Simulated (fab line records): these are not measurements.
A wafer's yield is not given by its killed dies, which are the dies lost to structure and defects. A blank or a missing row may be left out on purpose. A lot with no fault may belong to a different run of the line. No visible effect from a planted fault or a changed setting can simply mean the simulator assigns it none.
Matching of chambers -- flow n5 finfet -- rie diel-01 running N5_BEOL_M1_STRIP_36: 4 sister chambers
The step strips in N2/H2. 8 wafers are shown with their chamber, then 7 later ones without.

== WAFERS WITH THEIR CHAMBER ==
wafer,chamber,drypump motor current A (A),showerhead plenum p Torr (Torr)
L081.2,0,4.8,2.57
L081.5,0,4.8,2.57
L082.4,2,6.2,2.51
L083.2,1,5.2,2.51
L083.5,3,6.4,2.48
L083.6,2,6.1,2.51
L089.1,1,5.2,2.51
L089.4,3,6.4,2.47

== WAFERS WITH NO CHAMBER GIVEN ==
wafer,drypump motor current A (A),showerhead plenum p Torr (Torr)
L089.5,6.1,2.50
L091.2,6.1,2.50
L091.3,5.2,2.51
L091.6,4.8,2.56
L093.3,6.4,2.47
L093.4,6.4,2.47
L093.6,4.7,2.56

== WHICH CHAMBER EACH WENT THROUGH ==
wafer,from the rows above,in truth
L089.5,2,2
L091.2,2,2
L091.3,1,1
L091.6,0,0
L093.3,3,3
L093.4,3,3
L093.6,0,0
7 of 7 placed correctly. Can't be placed from these rows: 0. Placed wrongly: 0.
How it was worked out, from the rows above alone: a wafer's distance from a chamber is the root of the sum, over the readings, of the square of ((its reading less the chamber's mean) divided by the reading's scatter). If the next closest chamber is less than 2 further off than the closest, the wafer can't be placed; otherwise it belongs to the closest. For every chamber, the mean is computed from those of its wafers that are shown. The scatter: take each reading less its chamber's mean, square it, sum over the shown wafers, divide by the number of wafers less the number of chambers, and take the root.
